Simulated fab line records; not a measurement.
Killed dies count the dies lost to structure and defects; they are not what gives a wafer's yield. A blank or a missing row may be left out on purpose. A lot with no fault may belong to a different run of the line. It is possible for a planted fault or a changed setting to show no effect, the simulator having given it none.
Matching of chambers ; flow n5Finfet ; aldSin-01 running N5_MOL_CONTACT_COAG_ALD_123: 4 sister chambers
The step deposits SiNx, target thk 5 nm, pulse time 1 s, purge time 2 s. 4 wafers are shown with their chamber, then 10 later ones without.

## EACH WAFER AND ITS CHAMBER
wafer;chamber;heaterPowerW (W)
L084.2;3;702
L087.6;1;992
L088.2;2;953
L088.3;0;895

## WAFERS WITH NO CHAMBER GIVEN
wafer;heaterPowerW (W)
L088.4;997
L089.1;974
L089.4;890
L089.6;993
L090.3;985
L090.4;961
L090.6;897
L093.2;911
L093.3;967
L093.4;713

## THE CHAMBER EACH PASSED THROUGH
wafer;from the rows above;in truth
L088.4;1;1
L089.1;can't be placed: 1 or 2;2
L089.4;0;0
L089.6;1;1
L090.3;1;1
L090.4;2;2
L090.6;0;0
L093.2;0;0
L093.3;can't be placed: 2 or 1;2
L093.4;3;3
Correct placement for 8 of the 10. These rows do not allow placing 2 (true chamber among the candidates in 2). Placed wrongly: 0.
How it was worked out, from the rows above alone: a wafer's distance from a chamber is the root of the sum, over the readings, of the square of ((its reading less the chamber's mean) divided by the reading's scatter). The wafer belongs to the nearest chamber; if the next one is less than 2 further off, it can't be placed. The mean given for a chamber averages the wafers shown for that chamber. The scatter (one wafer shown for each chamber): square how far every hidden wafer sits from the nearest shown wafer, average those squares and take the square root.
